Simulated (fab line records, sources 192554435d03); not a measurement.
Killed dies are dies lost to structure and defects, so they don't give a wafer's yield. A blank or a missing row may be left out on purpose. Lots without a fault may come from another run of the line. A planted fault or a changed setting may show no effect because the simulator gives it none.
Split-lot experiment | flow n5_finfet | 7 lots, 21 wafers read, on a route of 1938 steps

THE SPLIT
At N5_BEOL_M15_TRENCH_ETCH_34 (etches SiO2 in C4F8/O2/Ar, target depth 872.93 nm, time 199 s), the setting bias_w was moved away from the recipe's 2040 W on 7 of the 21 wafers read, by -11.9% to +11.0%. The other wafers ran this setting at the recipe's value.

The reading is taken at the split's own step.

THE READING
rf_vpp_V, in V, at N5_BEOL_M15_TRENCH_ETCH_34 (etches SiO2 in C4F8/O2/Ar, target depth 872.93 nm, time 199 s). Fault-free wafers of this fab line usually give 2214 V, standard deviation 19 V.

wafer  | tool, chamber at the split | bias_w as run, W | against the recipe | rf_vpp_V, V | against lot-mates on the recipe
L079.1 | rie_diel-02, 1             | 2040             | recipe             | 2189        | -
L079.2 | rie_diel-02, 0             | 2264             | +11.0%             | 2372        | +174
L079.6 | rie_diel-02, 2             | 2040             | recipe             | 2208        | -
L080.2 | rie_diel-02, 3             | 2040             | recipe             | 2237        | -
L080.3 | rie_diel-02, 1             | 2040             | recipe             | 2189        | -
L080.5 | rie_diel-02, 1             | 1797             | -11.9%             | 2000        | -213
L082.2 | rie_diel-03, 1             | 2040             | recipe             | 2230        | -
L082.3 | rie_diel-03, 3             | 1926             | -5.6%              | 2093        | -131
L082.5 | rie_diel-03, 0             | 2040             | recipe             | 2218        | -
L085.1 | rie_diel-02, 1             | 2040             | recipe             | 2188        | -
L085.2 | rie_diel-02, 0             | 1929             | -5.4%              | 2124        | -64
L085.5 | rie_diel-02, 1             | 1929             | -5.4%              | 2103        | -85
L093.2 | rie_diel-02, 0             | 1797             | -11.9%             | 2016        | -190
L093.4 | rie_diel-02, 3             | 1797             | -11.9%             | 2045        | -161
L093.5 | rie_diel-02, 0             | 2040             | recipe             | 2206        | -
L094.1 | rie_diel-03, 0             | 2040             | recipe             | 2218        | -
L094.3 | rie_diel-03, 2             | 2040             | recipe             | 2202        | -
L094.5 | rie_diel-03, 3             | 2040             | recipe             | 2179        | -
L097.2 | rie_diel-03, 2             | 2040             | recipe             | 2203        | -
L097.3 | rie_diel-03, 0             | 2040             | recipe             | 2218        | -
L097.6 | rie_diel-03, 0             | 2040             | recipe             | 2217        | -

THE FIT
A straight line over all 21 wafers: rf_vpp_V changes by +15.8 V for each +1% of bias_w; r = +0.98; the points scatter about the line by 17 V.
The same after taking each lot's own level away (the mean of its wafers on the recipe; 21 wafers): +15.9 V for each +1%; r = +0.98; scatter 18 V.
On that fit, the largest move of bias_w shifts the reading by 1.9e+02 V.
The lots' own levels span 2188.0 to 2224.0 V, that is 1.9 times the standard deviation above.
So the lot-to-lot level changes the slope little: the two slopes agree.
Check: with one of the wafers moved furthest among these (-11.9%) left out of the fit, the line predicts -184 V for it against its lot-mates. It came out at -213 V against them.
Tool readings at the split's step, against how far the setting was moved: rf_vpp_V r = +0.98.

OTHER SPLITS ON THESE WAFERS
These wafers also went through other splits before the reading. Each is held against what the fit with the lots' levels taken away leaves over:
other split on the same wafers | wafers away from the commonest value | r with rf_vpp_V (lot level and that fit taken away)
N5_BEOL_M11_ETCH_62 bias_w     | 5                                    | -0.23
N5_BEOL_M11_COAT_22 spin_rpm   | 6                                    | +0.01
N5_BEOL_M12_COAT_22 spin_rpm   | 9                                    | -0.09
N5_BEOL_M12_ETCH_68 time_s     | 6                                    | -0.19
N5_BEOL_M13_SPUTTER_43 time_s  | 5                                    | +0.37

THE FILE'S OWN FIT
rf_vpp_V changes by +16.5 V for each +1% of bias_w, r = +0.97.
